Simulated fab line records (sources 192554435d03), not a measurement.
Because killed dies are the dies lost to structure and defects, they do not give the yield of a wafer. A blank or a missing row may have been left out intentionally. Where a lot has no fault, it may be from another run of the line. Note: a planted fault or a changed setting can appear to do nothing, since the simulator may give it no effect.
fab line records | flow n5-finfet
[record] lots = 5 wafers = 15 last-day = 17
route steps=1938 shown BEOL_M4@1090 BEOL_M5@1112
lots that met no fault: taken from a fault-free run of the same line
start-h: the number of hours between the record's first day and the start of the first shown wafer of the lot | wait-h: how many hours have passed since the lot's step before this one | " same as the row above | L1.1+2: a row that stands for several wafers | - no value present, or no start provided | * or withheld: withheld | < > ~ a bound
route shown NAME@n: NAME is a module with steps in the file, n the number in the route of the first one | usual: mean/standard deviation taken from wafers without a fault | same: alike in all rows | chamber/n: place in a boat | sites: the reading at each site | _std_site: the standard deviation of these | _edge_site: mean of outer sites minus mean of inner sites | radius-mm: for every site, how far away it sits from the centre of the wafer | mask NAME#n: copy n | behind: tool/chamber where the wafer was last shaped | hold: why the lot went on hold/how many hours it stayed there/how the hold came to an end | device: transistor that didn't switch, given as n, p or np | end of line: the same wafers' tests at the end of the route | for a step that has no rows: nothing shown but its recipe | killed: not the wafer's yield, but the dies lost to structure and defects at the first sort | map: dies across one wafer; x = killed, . = not, _ = none there
set.NAME: setting as actually run; set.NAME@STEP: the setting as run at that earlier step | model.NAME: the simulator's own value behind a step, which no gauge read
a table for each step, a row for each wafer; lots at some steps of the route
services: the hour from which a tool's chamber was out of use, counted from the record's first day as start-h (under 0 if before that day), plus the number of hours and why
[[steps]]
[step N5_BEOL_M4_SPUTTER_86]
[recipe] material = Cu target-thk-a = 45 temp-c = -20 chamber-pressure-pa = 0.07 power-w = withheld time-s = 8.29
[usual] throttle-valve-pct = 29.6/1
// columns lot.wafer tool chamber start-h wait-h throttle-valve-pct
L080.1 pvd-sputter-02 - 216.99 0.1 29.6
L080.2 " - " " 28.6
L080.6 " - " " 29.0
L083.1 pvd-sputter-03 - 234.88 0.1 29.8
L083.5 " - " " 28.5
L083.6 " - " " 30.9
L084.4 pvd-sputter-01 - 239.84 0.1 27.4
L084.5 " - " " 31.3
L084.6 " - " " 27.6
L090.4 pvd-sputter-01 - 271.20 0.1 31.3
L090.5 " - " " 31.2
L090.6 " - " " 27.8
L096.3 pvd-sputter-01 - 294.84 0.1 29.3
L096.4 " - " " 31.3
L096.5 " - " " 27.9
[step N5_BEOL_M4_ANNEAL_87]
[recipe] temp-c = 400 time-s = 240 ambient = vacuum
[usual] heater-power-w = 901/67
// columns lot.wafer tool chamber start-h wait-h heater-power-w
L080.1 pvd-sputter-02 - 217.07 0.0 833
L080.2 " - " " 876
L080.6 " - " " 830
L083.1 pvd-sputter-03 - 234.96 0.0 985
L083.5 " - " " 885
L083.6 " - " " 857
L084.4 pvd-sputter-01 - 239.92 0.0 958
L084.5 " - " " 869
L084.6 " - " " 920
L090.4 pvd-sputter-01 - 271.28 0.0 855
L090.5 " - " " 872
L090.6 " - " " 944
L096.3 pvd-sputter-01 - 294.92 0.0 1027
L096.4 " - " " 888
L096.5 " - " " 947
[step N5_BEOL_M4_SPUTTER_88]
[recipe] material = Cu target-thk-a = 45 temp-c = -20 chamber-pressure-pa = 0.07 power-w = withheld time-s = 8.29
[usual] throttle-valve-pct = 29.6/1
// columns lot.wafer tool chamber start-h wait-h throttle-valve-pct
L080.1 pvd-sputter-02 - 217.21 0.1 29.6
L080.2 " - " " 28.3
L080.6 " - " " 29.0
L083.1 pvd-sputter-03 - 235.10 0.1 29.6
L083.5 " - " " 28.6
L083.6 " - " " 30.7
L084.4 pvd-sputter-01 - 240.06 0.1 27.8
L084.5 " - " " 31.2
L084.6 " - " " 27.9
L090.4 pvd-sputter-01 - 271.42 0.1 31.5
L090.5 " - " " 31.2
L090.6 " - " " 27.9
L096.3 pvd-sputter-01 - 295.06 0.1 29.2
L096.4 " - " " 31.0
L096.5 " - " " 27.7
[step N5_BEOL_M4_ANNEAL_89]
[recipe] temp-c = 400 time-s = 240 ambient = vacuum
[usual] heater-power-w = 903/65
// columns lot.wafer tool chamber start-h wait-h heater-power-w
L080.1 pvd-sputter-02 - 217.29 0.0 825
L080.2 " - " " 859
L080.6 " - " " 837
L083.1 pvd-sputter-03 - 235.18 0.0 1002
L083.5 " - " " 919
L083.6 " - " " 894
L084.4 pvd-sputter-01 - 240.14 0.0 964
L084.5 " - " " 882
L084.6 " - " " 947
L090.4 pvd-sputter-01 - 271.50 0.0 888
L090.5 " - " " 862
L090.6 " - " " 940
L096.3 pvd-sputter-01 - 295.14 0.0 1005
L096.4 " - " " 856
L096.5 " - " " 963
[step N5_BEOL_M4_SPUTTER_90]
[recipe] material = Cu target-thk-a = 45 temp-c = -20 chamber-pressure-pa = 0.07 power-w = withheld time-s = 8.29
[usual] throttle-valve-pct = 29.6/1
// columns lot.wafer tool chamber start-h wait-h throttle-valve-pct
L080.1 pvd-sputter-02 - 217.43 0.1 29.4
L080.2 " - " " 28.7
L080.6 " - " " 28.9
L083.1 pvd-sputter-03 - 235.32 0.1 29.8
L083.5 " - " " 28.6
L083.6 " - " " 30.8
L084.4 pvd-sputter-01 - 240.28 0.1 27.3
L084.5 " - " " 31.1
L084.6 " - " " 27.5
L090.4 pvd-sputter-01 - 271.64 0.1 31.2
L090.5 " - " " 31.2
L090.6 " - " " 27.5
L096.3 pvd-sputter-01 - 295.28 0.1 29.1
L096.4 " - " " 30.9
L096.5 " - " " 27.8
[step N5_BEOL_M4_ANNEAL_91]
[recipe] temp-c = 400 time-s = 240 ambient = vacuum
[usual] heater-power-w = 900/66
// columns lot.wafer tool chamber start-h wait-h heater-power-w
L080.1 pvd-sputter-02 - 217.51 0.0 809
L080.2 " - " " 862
L080.6 " - " " 804
L083.1 pvd-sputter-03 - 235.40 0.0 972
L083.5 " - " " 925
L083.6 " - " " 890
L084.4 pvd-sputter-01 - 240.36 0.0 958
L084.5 " - " " 895
L084.6 " - " " 921
L090.4 pvd-sputter-01 - 271.72 0.0 876
L090.5 " - " " 875
L090.6 " - " " 970
L096.3 pvd-sputter-01 - 295.36 0.0 1033
L096.4 " - " " 862
L096.5 " - " " 938
[step N5_BEOL_M4_SPUTTER_92]
[recipe] material = Cu target-thk-a = 45 temp-c = -20 chamber-pressure-pa = 0.07 power-w = withheld time-s = 8.29
[usual] throttle-valve-pct = 29.6/1.1
// columns lot.wafer tool chamber start-h wait-h throttle-valve-pct
L080.1 pvd-sputter-02 - 217.65 0.1 29.5
L080.2 " - " " 28.7
L080.6 " - " " 28.7
L083.1 pvd-sputter-03 - 235.54 0.1 29.8
L083.5 " - " " 28.8
L083.6 " - " " 30.8
L084.4 pvd-sputter-01 - 240.50 0.1 27.6
L084.5 " - " " 31.2
L084.6 " - " " 27.5
L090.4 pvd-sputter-01 - 271.86 0.1 31.2
L090.5 " - " " 31.2
L090.6 " - " " 27.4
L096.3 pvd-sputter-01 - 295.50 0.1 29.4
L096.4 " - " " 31.1
L096.5 " - " " 27.6
[step N5_BEOL_M4_ANNEAL_93]
[recipe] temp-c = 400 time-s = 240 ambient = vacuum
[usual] heater-power-w = 900/66
// columns lot.wafer tool chamber start-h wait-h heater-power-w
L080.1 pvd-sputter-02 - 217.73 0.0 826
L080.2 " - " " 860
L080.6 " - " " 821
L083.1 pvd-sputter-03 - 235.62 0.0 994
L083.5 " - " " 916
L083.6 " - " " 870
L084.4 pvd-sputter-01 - 240.58 0.0 946
L084.5 " - " " 889
L084.6 " - " " 945
L090.4 pvd-sputter-01 - 271.94 0.0 859
L090.5 " - " " 886
L090.6 " - " " 950
L096.3 pvd-sputter-01 - 295.58 0.0 1043
L096.4 " - " " 871
L096.5 " - " " 963
[step N5_BEOL_M4_SPUTTER_94]
[recipe] material = Cu target-thk-a = 45 temp-c = -20 chamber-pressure-pa = 0.07 power-w = withheld time-s = 8.29
[usual] throttle-valve-pct = 29.6/1.1
// columns lot.wafer tool chamber start-h wait-h throttle-valve-pct
L080.1 pvd-sputter-02 - 217.87 0.1 29.6
L080.2 " - " " 28.7
L080.6 " - " " 28.9
L083.1 pvd-sputter-03 - 235.76 0.1 29.9
L083.5 " - " " 28.8
L083.6 " - " " 30.6
L084.4 pvd-sputter-01 - 240.72 0.1 27.8
L084.5 " - " " 31.2
L084.6 " - " " 27.5
L090.4 pvd-sputter-01 - 272.08 0.1 31.2
L090.5 " - " " 31.1
L090.6 " - " " 27.7
L096.3 pvd-sputter-01 - 295.72 0.1 29.5
L096.4 " - " " 31.1
L096.5 " - " " 27.6
[step N5_BEOL_M4_ANNEAL_95]
[recipe] temp-c = 400 time-s = 240 ambient = vacuum
[usual] heater-power-w = 902/66
// columns lot.wafer tool chamber start-h wait-h heater-power-w
L080.1 pvd-sputter-02 - 217.95 0.0 819
L080.2 " - " " 866
L080.6 " - " " 861
L083.1 pvd-sputter-03 - 235.84 0.0 976
L083.5 " - " " 927
L083.6 " - " " 883
L084.4 pvd-sputter-01 - 240.80 0.0 916
L084.5 " - " " 875
L084.6 " - " " 961
L090.4 pvd-sputter-01 - 272.16 0.0 874
L090.5 " - " " 875
L090.6 " - " " 960
L096.3 pvd-sputter-01 - 295.80 0.0 1036
L096.4 " - " " 852
L096.5 " - " " 963
[step N5_BEOL_M4_SPUTTER_96]
[recipe] material = Cu target-thk-a = 45 temp-c = -20 chamber-pressure-pa = 0.07 power-w = withheld time-s = 8.29
[usual] throttle-valve-pct = 29.6/1.1
// columns lot.wafer tool chamber start-h wait-h throttle-valve-pct
L080.1 pvd-sputter-02 - 218.09 0.1 29.7
L080.2 " - " " 28.6
L080.6 " - " " 29.1
L083.1 pvd-sputter-03 - 235.98 0.1 29.6
L083.5 " - " " 28.7
L083.6 " - " " 30.8
L084.4 pvd-sputter-01 - 240.94 0.1 27.7
L084.5 " - " " 31.4
L084.6 " - " " 27.6
L090.4 pvd-sputter-01 - 272.30 0.1 31.5
L090.5 " - " " 31.0
L090.6 " - " " 27.7
L096.3 pvd-sputter-01 - 295.94 0.1 29.2
L096.4 " - " " 31.3
L096.5 " - " " 27.7
[step N5_BEOL_M4_ECD_50]
[recipe] material = Cu target-thk-a = 3000
// columns lot.wafer tool chamber start-h wait-h
L080.1+2+6 ecd-cu-02 0,1,1 218.20 0.1
L083.1+5+6 ecd-cu-01 0,1,0 236.10 0.1
L084.4+5+6 ecd-cu-02 0,1,0 241.08 0.1
L090.4+5+6 ecd-cu-01 1,1,0 272.44 0.1
L096.3+4+5 ecd-cu-02 0,1,1 296.08 0.1
[step N5_BEOL_M4_ANNEAL_51]
[recipe] temp-c = 225 time-s = 90 ambient = N2
[usual] wafer_temp_C_max = 226.2/0.51
// columns lot.wafer tool chamber start-h wait-h wafer_temp_C_max
L080.1 rtp-anneal-02 0 218.28 0.1 226.6
L080.2 " 0 " " 226.6
L080.6 " 0 " " 226.3
L083.1 rtp-anneal-01 0 236.18 0.1 226.0
L083.5 " 0 " " 225.9
L083.6 " 0 " " 226.0
L084.4 rtp-anneal-02 0 241.27 0.2 226.4
L084.5 " 0 " " 227.0
L084.6 " 0 " " 226.7
L090.4 rtp-anneal-02 0 272.63 0.2 226.0
L090.5 " 0 " " 226.7
L090.6 " 0 " " 226.3
L096.3 rtp-anneal-01 0 296.45 0.4 226.4
L096.4 " 0 " " 226.3
L096.5 " 0 " " 226.0
[step N5_BEOL_M4_CMP_52]
[recipe] stop-on = SiOC t-overpolish-s = 6.8 down-force-psi = 1 platen-rpm = 50 clearing-platen-down-force-psi = 1.5 clearing-platen-rpm = 50 post-cmp-clean = cu-alkaline target-thk-nm = 40 clearing-platen-pad-velocity-m-s = 0.99484 pad-velocity-m-s = 0.99484
[usual] barrier-field-endpoint-s = 24.2/0.77 clearing-platen-down-force-psi = 1.5002/0.0029 motor-current-A = 5.9/0.52 overpolish-run-s = 6.801/0.0094 time-to-endpoint-s = 60/4.5
// columns lot.wafer tool chamber start-h wait-h barrier-field-endpoint-s clearing-platen-down-force-psi motor-current-A overpolish-run-s time-to-endpoint-s
L080.1 cmp-02 3 218.58 0.3 23.7 1.4998 5.6 6.813 64
L080.2 " 2 " " 24.9 1.4941 5.8 6.810 69
L080.6 " 0 " " 24.6 1.5000 6.6 6.778 61
L083.1 cmp-01 1 236.51 0.3 24.1 1.4973 5.5 6.804 62
L083.6 " 0 " " 23.7 1.4990 6.2 6.806 61
L083.5 " 1 " " 24.4 1.4967 5.5 6.810 63
L084.4 cmp-01 3 241.51 0.2 23.9 1.4949 5.4 6.818 57
L084.6 " 1 " " 24.6 1.4995 5.5 6.797 62
L084.5 " 2 " " 23.6 1.5004 6.5 6.803 58
L090.4 cmp-02 3 272.83 0.2 24.9 1.4971 5.9 6.802 64
L090.5 " 2 " " 24.7 1.4998 6.2 6.798 65
L090.6 " 3 " " 25.2 1.4983 5.4 6.797 62
L096.3 cmp-01 3 296.71 0.2 23.1 1.5008 5.3 6.813 53
L096.4 " 1 " " 23.5 1.4978 5.4 6.801 57
L096.5 " 3 " " 24.1 1.5007 5.5 6.795 53
[step N5_BEOL_M4_THK_MEAS_53]
[recipe] thk-meas-gauge = xrf reads = Cu_of_BEOL_M4_ECD_50
[usual] M4_THK = 39.5/1.8
// columns lot.wafer tool chamber start-h wait-h M4_THK[nm]
L080.1 film-metro-01 - 218.87 - 42.9
L080.2 " - " " 43.2
L080.6 " - " " 40.0
L083.1 film-metro-02 - 236.77 - 39.0
L083.5 " - " " 38.7
L083.6 " - " " 39.3
L084.4 film-metro-02 - 241.73 - 37.4
L084.5 " - " " 38.4
L084.6 " - " " 39.9
L090.4 film-metro-02 - 273.09 - 41.0
L090.5 " - " " 42.2
L090.6 " - " " 41.3
L096.3 film-metro-02 - 296.97 - 37.8
L096.4 " - " " 40.3
L096.5 " - " " 36.4
[step N5_BEOL_M4_PRE_CLEAN_60]
[recipe] gas = NH3/H2 time-s = 15 temp-c = * rf-power-w = 300
[usual] heater-power-w = 79/12
// columns lot.wafer tool chamber start-h wait-h heater-power-w
L080.1 cvd-co-02 0 218.91 0.0 82
L080.2 " 1 " " 103
L080.6 " 1 " " 103
L083.1 cvd-co-01 2 236.81 0.0 74
L083.5 " 2 " " 75
L083.6 " 0 " " 71
L084.4 cvd-co-02 1 241.84 0.1 103
L084.5 " 2 " " 74
L084.6 " 0 " " 83
L090.4 cvd-co-02 0 273.14 0.1 83
L090.5 " 1 " " 105
L090.6 " 2 " " 74
L096.3 cvd-co-02 1 297.01 0.0 104
L096.4 " 2 " " 73
L096.5 " 0 " " 84
[step N5_BEOL_M4_CO_CAP_55]
[recipe] material = Co target-thk-a = 20 temp-c = 200 precursor = CCTBA/H2 pressure-torr = 30 time-s = 102.1
[usual] heater-power-w = 229/15
// columns lot.wafer tool chamber start-h wait-h heater-power-w
L080.1 cvd-co-02 0 218.95 0.0 233
L080.2 " 1 " " 258
L080.6 " 1 " " 260
L083.1 cvd-co-01 2 236.85 0.0 218
L083.5 " 2 " " 222
L083.6 " 0 " " 214
L084.4 cvd-co-02 1 241.89 0.0 260
L084.5 " 2 " " 223
L084.6 " 0 " " 237
L090.4 cvd-co-02 0 273.20 0.0 230
L090.5 " 1 " " 255
L090.6 " 2 " " 226
L096.3 cvd-co-02 1 297.05 0.0 261
L096.4 " 2 " " 221
L096.5 " 0 " " 236
[step N5_BEOL_M4_PRE_CLEAN_56]
[recipe] gas = NH3 time-s = 15 temp-c = withheld rf-power-w = 300
// columns lot.wafer tool chamber start-h wait-h
L080.1+2+6 pecvd-01 1,0,2 219.04 0.1
L083.1+5+6 pecvd-03 0,1,2 236.94 0.1
L084.4+5+6 pecvd-02 0,2,1 241.96 0.0
L090.4+5+6 pecvd-02 1,0,2 273.27 0.0
L096.3+4+5 pecvd-01 2,0,1 297.15 0.1
[step N5_BEOL_M4_DEP_57]
[recipe] material = SiCN target-thk-a = 80 temp-c = withheld precursor = 3MS/NH3 pressure-torr = 3 rf-w = 202 time-s = 14
[usual] showerhead-plenum-p-Torr = 3.660/0.0092 showerhead-vpp-V = 881/40 throttle-valve-pct = 8.7/0.5
// columns lot.wafer tool chamber start-h wait-h showerhead-plenum-p-Torr showerhead-vpp-V throttle-valve-pct
L080.1 pecvd-01 1 219.07 0.0 3.659 857 9.6
L080.2 " 0 " " 3.667 916 8.7
L080.6 " 2 " " 3.675 803 9.2
L083.1 pecvd-03 0 236.96 0.0 3.669 937 8.9
L083.5 " 1 " " 3.655 862 9.6
L083.6 " 2 " " 3.668 858 8.1
L084.4 pecvd-02 0 241.99 0.0 3.651 913 8.3
L084.5 " 2 " " 3.645 902 7.8
L084.6 " 1 " " 3.657 867 8.7
L090.4 pecvd-02 1 273.30 0.0 3.656 872 8.6
L090.5 " 0 " " 3.647 928 8.2
L090.6 " 2 " " 3.648 924 7.7
L096.3 pecvd-01 2 297.18 0.0 3.665 792 9.1
L096.4 " 0 " " 3.681 903 8.8
L096.5 " 1 " " 3.666 848 9.7
[step N5_BEOL_M4_RS_MEAS_58]
[recipe] thk-meas-gauge = four-point-probe reads = Co_of_BEOL_M4_CO_CAP_55+Cu_of_BEOL_M4_ECD_50+Co_of_BEOL_M4_CVD_47+TaN_of_BEOL_M4_ALD_84
[usual] M4_RS = 0.68/0.039
// columns lot.wafer tool chamber start-h wait-h M4_RS[ohm/sq]
L080.1 film-metro-02 - 219.13 0.0 0.60
L080.2 " - " " 0.60
L080.6 " - " " 0.66
L083.1 film-metro-02 - 237.03 0.0 0.70
L083.5 " - " " 0.70
L083.6 " - " " 0.69
L084.4 film-metro-02 - 242.04 0.0 0.72
L084.5 " - " " 0.70
L084.6 " - " " 0.66
L090.4 film-metro-02 - 273.35 0.0 0.65
L090.5 " - " " 0.62
L090.6 " - " " 0.65
L096.3 film-metro-02 - 297.25 0.1 0.73
L096.4 " - " " 0.66
L096.5 " - " " 0.76
[step N5_BEOL_M4_INSPECT_59]
[recipe] inspect-instrument = darkfield mode = post-dep
[usual] raw-defect-count = 67/22
// columns lot.wafer tool chamber start-h wait-h raw-defect-count
L080.1 defect-inspect-01 - 219.16 0.0 74
L080.2 " - " " 61
L080.6 " - " " 95
L083.1 defect-inspect-02 - 237.06 0.0 48
L083.5 " - " " 38
L083.6 " - " " 64
L084.4 defect-inspect-02 - 242.07 0.0 90
L084.5 " - " " 74
L084.6 " - " " 78
L090.4 defect-inspect-02 - 273.38 0.0 62
L090.5 " - " " 85
L090.6 " - " " 80
L096.3 defect-inspect-01 - 297.27 0.0 74
L096.4 " - " " 69
L096.5 " - " " 72
[step N5_BEOL_M4_RC_MEAS_101]
[usual] DIBL_N = 35.3/2.5 DIBL_P = 35/3.3 IOFF_N = 0.15/0.049 IOFF_P = 0.20/0.056 ION_N = 673/16 ION_P = 462/10 SS_N = 71.2/0.85 SS_P = 73.0/0.97 VT_N = 252/4.9 VT_P = -251/5
// columns lot.wafer tool chamber start-h wait-h DIBL_N[mV/V] DIBL_P[mV/V] IOFF_N[nA/um] IOFF_P[nA/um] ION_N[uA/um] ION_P[uA/um] SS_N[mV/dec] SS_P[mV/dec] VT_N[mV] VT_P[mV]
L080.1 prober-01 0 219.19 0.0 40.1 42 0.26 0.34 707 481 72.7 75.6 243 -243
L080.2 " 0 " " 32.1 32 0.10 0.16 666 461 70.6 71.6 254 -250
L080.6 " 0 " " 33.1 32 0.11 0.16 671 459 70.9 72.6 256 -255
L083.1 prober-01 0 237.08 0.0 33.0 32 0.10 0.15 654 456 70.4 72.4 258 -254
L083.5 " 0 " " 34.3 34 0.14 0.20 669 463 71.0 72.7 252 -251
L083.6 " 0 " " 34.1 34 0.12 0.18 671 466 70.9 72.4 253 -252
L084.4 prober-01 0 242.56 0.5 33.8 35 0.13 0.20 671 466 70.9 72.3 254 -248
L084.5 " 0 " " 34.0 35 0.12 0.20 656 461 71.4 72.9 250 -250
L084.6 " 0 " " 35.8 36 0.15 0.21 669 460 71.0 72.8 248 -249
L090.4 prober-02 0 273.86 0.5 37.1 37 0.19 0.25 704 472 71.4 73.5 244 -248
L090.5 " 0 " " 37.2 37 0.18 0.24 686 464 71.6 74.3 246 -249
L090.6 " 0 " " 33.3 33 0.11 0.20 670 463 70.8 72.5 254 -249
L096.3 prober-02 0 297.61 0.3 33.5 34 0.12 0.15 659 454 71.2 73.8 255 -255
L096.4 " 0 " " 31.9 32 0.10 0.13 647 452 70.2 72.1 258 -258
L096.5 " 0 " " 31.8 31 0.10 0.13 655 452 69.8 71.9 259 -259
[step N5_BEOL_M5_ILD_DEP_00]
[recipe] material = SiCOH_lowk target-thk-a = 1406.4 temp-c = 300 precursor = DEMS/porogen pressure-torr = 5 rf-w = 500 time-s = 25.9
[usual] heater-power-w = 301/57 showerhead-plenum-p-Torr = 5.734/0.013 showerhead-vpp-V = 1378/70 throttle-valve-pct = 13.4/0.69
// columns lot.wafer tool chamber start-h wait-h heater-power-w showerhead-plenum-p-Torr showerhead-vpp-V throttle-valve-pct
L080.1 pecvd-04 2 220.15 0.8 352 5.724 1282 13.7
L080.2 " 1 " " 287 5.727 1490 13.9
L080.6 " 2 " " 290 5.728 1286 13.6
L083.1 pecvd-04 1 238.04 0.8 255 5.721 1463 13.7
L083.5 " 1 " " 259 5.718 1487 13.8
L083.6 " 0 " " 297 5.742 1397 13.8
L084.4 pecvd-01 2 243.08 0.4 254 5.734 1264 13.6
L084.5 " 1 " " 423 5.718 1332 14.4
L084.6 " 0 " " 273 5.749 1427 13.2
L090.4 pecvd-02 1 274.38 0.4 305 5.724 1378 13.3
L090.5 " 0 " " 285 5.730 1443 12.6
L090.6 " 2 " " 318 5.724 1443 11.9
L096.3 pecvd-01 2 298.26 0.5 260 5.760 1287 13.7
L096.4 " 1 " " 359 5.733 1340 14.6
L096.5 " 2 " " 259 5.744 1288 13.7
[step N5_BEOL_M5_CURE_79]
[recipe] temp-c = 385 time-s = 240 ambient = He/Ar material = SiCOH_lowk
[usual] lamp-power-pct = 52.31/0.058 wafer_temp_C_max = 386.5/0.56
// columns lot.wafer tool chamber start-h wait-h lamp-power-pct wafer_temp_C_max
L080.1 uv-cure-02 1 220.21 0.0 52.34 386.2
L080.2 " 1 " " 52.40 385.8
L080.6 " 1 " " 52.34 385.6
L083.1 uv-cure-02 2 238.10 0.0 52.37 386.1
L083.5 " 2 " " 52.30 385.8
L083.6 " 2 " " 52.34 386.4
L084.4 uv-cure-02 0 243.36 0.3 52.31 386.5
L084.5 " 0 " " 52.37 386.4
L084.6 " 0 " " 52.38 386.2
L090.4 uv-cure-01 1 274.66 0.3 52.28 387.6
L090.5 " 1 " " 52.27 388.0
L090.6 " 1 " " 52.42 387.8
L096.3 uv-cure-02 1 298.48 0.2 52.34 386.2
L096.4 " 1 " " 52.39 386.1
L096.5 " 1 " " 52.22 386.3
[step N5_BEOL_M5_THK_MEAS_01]
[recipe] reads = SiCOH_lowk_of_BEOL_M5_ILD_DEP_00
[usual] M5_ILD_THK = 120.5/1.9
// columns lot.wafer tool chamber start-h wait-h M5_ILD_THK[nm]
L080.1 film-metro-02 - 220.72 0.4 119.7
L080.2 " - " " 121.2
L080.6 " - " " 120.4
L083.1 film-metro-02 - 238.90 0.7 119.0
L083.5 " - " " 122.7
L083.6 " - " " 119.7
L084.4 film-metro-02 - 243.64 0.2 120.2
L084.5 " - " " 121.8
L084.6 " - " " 119.8
L090.4 film-metro-01 - 274.94 0.2 122.3
L090.5 " - " " 123.5
L090.6 " - " " 124.1
L096.3 film-metro-02 - 298.83 0.3 119.9
L096.4 " - " " 122.4
L096.5 " - " " 120.8
[step N5_BEOL_M5_PECVD_70]
[recipe] material = SiO2 target-thk-a = 160 temp-c = 400 precursor = TEOS/O2 pressure-torr = 5.5 rf-w = 450 teos-flow-sccm = 53.8 gas = O2 flow-sccm = 3000 time-s = 18
[usual] heater-power-w = 691/120 showerhead-plenum-p-Torr = 8.77/0.047 showerhead-vpp-V = 1305/68 throttle-valve-pct = 21.8/1
// columns lot.wafer tool chamber start-h wait-h heater-power-w showerhead-plenum-p-Torr showerhead-vpp-V throttle-valve-pct
L080.1 pecvd-04 2 220.76 0.0 726 8.70 1213 22.0
L080.2 " 0 " " 636 8.81 1302 21.9
L080.6 " 2 " " 733 8.70 1233 21.9
L083.1 pecvd-02 2 238.94 0.0 849 8.72 1351 19.3
L083.5 " 0 " " 584 8.70 1354 20.8
L083.6 " 1 " " 718 8.75 1296 21.4
L084.4 pecvd-02 1 243.69 0.1 731 8.76 1320 21.5
L084.5 " 0 " " 694 8.71 1359 20.7
L084.6 " 2 " " 850 8.71 1382 19.0
L090.4 pecvd-01 0 274.99 0.1 541 8.83 1345 21.1
L090.5 " 1 " " 957 8.76 1253 23.4
L090.6 " 0 " " 556 8.82 1348 21.3
L096.3 pecvd-01 2 298.87 0.0 574 8.82 1185 22.2
L096.4 " 0 " " 625 8.84 1348 21.3
L096.5 " 2 " " 568 8.80 1197 22.1
[[services]]
// columns tool chamber start-h hours kind
uv-cure-02 - 198.49 0.7 repair
pecvd-02 2 202.38 - clean
pecvd-02 2 202.38 - consumable-replace:showerhead
pecvd-02 2 202.38 29.0 scheduled-down
uv-cure-01 - 211.36 3.4 pm
pecvd-01 - 216.10 0.8 repair
pvd-sputter-03 - 216.20 4.0 repair
cmp-01 - 218.45 0.2 repair
cmp-01 - 227.34 0.2 repair
cmp-01 - 231.05 4.0 pm
cmp-02 - 236.62 6.2 pm
cmp-01 - 248.78 5.1 pm
cmp-02 - 250.96 0.5 repair
uv-cure-02 - 251.43 5.2 repair
cmp-01 - 253.92 8.5 pm
cmp-02 - 257.76 4.0 pm
pecvd-01 2 263.32 2.1 scheduled-down
pecvd-04 - 270.79 3.2 repair
pecvd-01 2 272.76 7.5 repair
ecd-cu-01 - 275.98 0.8 repair
ecd-cu-01 - 278.70 2.6 repair
pecvd-03 1 281.86 19.3 repair
ecd-cu-02 - 285.38 2.5 repair
ecd-cu-01 - 287.06 1.2 repair
[[key]]
fault none
